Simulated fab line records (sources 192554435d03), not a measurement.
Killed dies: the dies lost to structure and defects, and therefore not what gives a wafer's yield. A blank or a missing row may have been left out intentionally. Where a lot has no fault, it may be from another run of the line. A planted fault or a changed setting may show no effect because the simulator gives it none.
Lot-split experiment / flow n5 finfet / on a route of 1938 steps: 7 lots, 21 wafers read

## THE SPLIT
At N5_BEOL_M4_ETCH_70 (etches SOC in N2/H2, target depth 80 nm, overetch 24 nm, time 130 s), the setting time s was moved away from the recipe's 130 s on 6 of the 21 wafers read, by -19.4% to -12.3%. All remaining wafers had this setting at the recipe value.

Reading taken at the split's own step.

## THE READING
SiARC_of_BEOL_M4_COAT_68.thk nm (the simulator's own value, which no gauge read), in nm, at N5_BEOL_M4_ETCH_70 (etches SOC in N2/H2, target depth 80 nm, overetch 24 nm, time 130 s). The file gives no usual value for it. The 15 wafers here that ran the recipe average 5.7 nm, standard deviation 0.22 nm.

wafer=L074.2; tool, chamber at the split=rie diel-03, 3; time s as run, s=130; against the recipe=recipe; SiARC_of_BEOL_M4_COAT_68.thk nm, nm=5.8; against lot-mates on the recipe=-
wafer=L074.3; tool, chamber at the split=rie diel-03, 2,0; time s as run, s=130; against the recipe=recipe; SiARC_of_BEOL_M4_COAT_68.thk nm, nm=5.4; against lot-mates on the recipe=-
wafer=L074.6; tool, chamber at the split=rie diel-03, 2,0; time s as run, s=130; against the recipe=recipe; SiARC_of_BEOL_M4_COAT_68.thk nm, nm=5.4; against lot-mates on the recipe=-
wafer=L076.1; tool, chamber at the split=rie diel-04, 2,1; time s as run, s=108; against the recipe=-16.9%; SiARC_of_BEOL_M4_COAT_68.thk nm, nm=7.2; against lot-mates on the recipe=+1.0
wafer=L076.5; tool, chamber at the split=rie diel-04, 2,1; time s as run, s=108; against the recipe=-16.9%; SiARC_of_BEOL_M4_COAT_68.thk nm, nm=7.2; against lot-mates on the recipe=+1.0
wafer=L076.4; tool, chamber at the split=rie diel-04, 1; time s as run, s=130; against the recipe=recipe; SiARC_of_BEOL_M4_COAT_68.thk nm, nm=6.2; against lot-mates on the recipe=-
wafer=L079.3; tool, chamber at the split=rie diel-03, 2,1; time s as run, s=130; against the recipe=recipe; SiARC_of_BEOL_M4_COAT_68.thk nm, nm=5.6; against lot-mates on the recipe=-
wafer=L079.5; tool, chamber at the split=rie diel-03, 2,1; time s as run, s=130; against the recipe=recipe; SiARC_of_BEOL_M4_COAT_68.thk nm, nm=5.6; against lot-mates on the recipe=-
wafer=L079.4; tool, chamber at the split=rie diel-03, 3; time s as run, s=130; against the recipe=recipe; SiARC_of_BEOL_M4_COAT_68.thk nm, nm=5.8; against lot-mates on the recipe=-
wafer=L087.3; tool, chamber at the split=rie diel-05, 2; time s as run, s=130; against the recipe=recipe; SiARC_of_BEOL_M4_COAT_68.thk nm, nm=5.8; against lot-mates on the recipe=-
wafer=L087.4; tool, chamber at the split=rie diel-05, 3,1; time s as run, s=130; against the recipe=recipe; SiARC_of_BEOL_M4_COAT_68.thk nm, nm=5.6; against lot-mates on the recipe=-
wafer=L087.6; tool, chamber at the split=rie diel-05, 3,1; time s as run, s=130; against the recipe=recipe; SiARC_of_BEOL_M4_COAT_68.thk nm, nm=5.6; against lot-mates on the recipe=-
wafer=L092.4; tool, chamber at the split=rie diel-03, 3; time s as run, s=130; against the recipe=recipe; SiARC_of_BEOL_M4_COAT_68.thk nm, nm=5.8; against lot-mates on the recipe=-
wafer=L092.5; tool, chamber at the split=rie diel-03, 0; time s as run, s=130; against the recipe=recipe; SiARC_of_BEOL_M4_COAT_68.thk nm, nm=5.4; against lot-mates on the recipe=-
wafer=L092.6; tool, chamber at the split=rie diel-03, 3; time s as run, s=130; against the recipe=recipe; SiARC_of_BEOL_M4_COAT_68.thk nm, nm=5.6; against lot-mates on the recipe=-
wafer=L094.4; tool, chamber at the split=rie diel-05, 1; time s as run, s=104.8; against the recipe=-19.4%; SiARC_of_BEOL_M4_COAT_68.thk nm, nm=6.8; against lot-mates on the recipe=+1.2
wafer=L094.5; tool, chamber at the split=rie diel-05, 3; time s as run, s=130; against the recipe=recipe; SiARC_of_BEOL_M4_COAT_68.thk nm, nm=5.6; against lot-mates on the recipe=-
wafer=L094.6; tool, chamber at the split=rie diel-05, 0; time s as run, s=104.8; against the recipe=-19.4%; SiARC_of_BEOL_M4_COAT_68.thk nm, nm=7; against lot-mates on the recipe=+1.4
wafer=L097.3; tool, chamber at the split=rie diel-04, 3; time s as run, s=114; against the recipe=-12.3%; SiARC_of_BEOL_M4_COAT_68.thk nm, nm=6; against lot-mates on the recipe=+0.0
wafer=L097.5; tool, chamber at the split=rie diel-04, 2; time s as run, s=114; against the recipe=-12.3%; SiARC_of_BEOL_M4_COAT_68.thk nm, nm=6.6; against lot-mates on the recipe=+0.6
wafer=L097.6; tool, chamber at the split=rie diel-04, 1; time s as run, s=130; against the recipe=recipe; SiARC_of_BEOL_M4_COAT_68.thk nm, nm=6; against lot-mates on the recipe=-
The file does not say which wafer passed through which chamber wherever a row lists several chambers: such a row stands for several wafers.

FIT RESULTS
A straight line over all 21 wafers: SiARC_of_BEOL_M4_COAT_68.thk nm changes by -0.0704 nm for each +1% of time s; r = -0.91; the points scatter about the line by 0.26 nm.
The same after taking each lot's own level away (the mean of its wafers on the recipe; 21 wafers): -0.0574 nm for each +1%; r = -0.91; scatter 0.21 nm.
According to that fit, moving time s by its largest amount changes the reading by 1.1 nm.
Measured against the standard deviation above, the lots' own levels, which go from 5.53 to 6.20 nm, span 3.1 times it.
So the lot-to-lot level changes the slope: the two fits differ.
Check: +1.06 nm against its lot-mates is what the line predicts for one of the wafers moved furthest among these (-19.4%) when that wafer is left out of the fit. It came out at +1.2 nm against them.

## OTHER SPLITS APPLIED TO THESE WAFERS
Other splits were also applied to these wafers ahead of the reading. Each is held against what the fit with the lots' levels taken away leaves over:
other split on the same wafers=N5_BEOL_M1_DESCUM_33 time s; wafers away from the commonest value=7; r with SiARC_of_BEOL_M4_COAT_68.thk nm (lot level and that fit taken away)=-0.44
other split on the same wafers=N5_BEOL_M1_TRENCH_ETCH_37 source w; wafers away from the commonest value=11; r with SiARC_of_BEOL_M4_COAT_68.thk nm (lot level and that fit taken away)=-0.03
other split on the same wafers=N5_BEOL_M3_ILD_DEP_00 time s; wafers away from the commonest value=5; r with SiARC_of_BEOL_M4_COAT_68.thk nm (lot level and that fit taken away)=-0.01

## THE FILE'S OWN FIT
SiARC_of_BEOL_M4_COAT_68.thk nm changes by -0.0563 nm for each +1% of time s, r = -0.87.
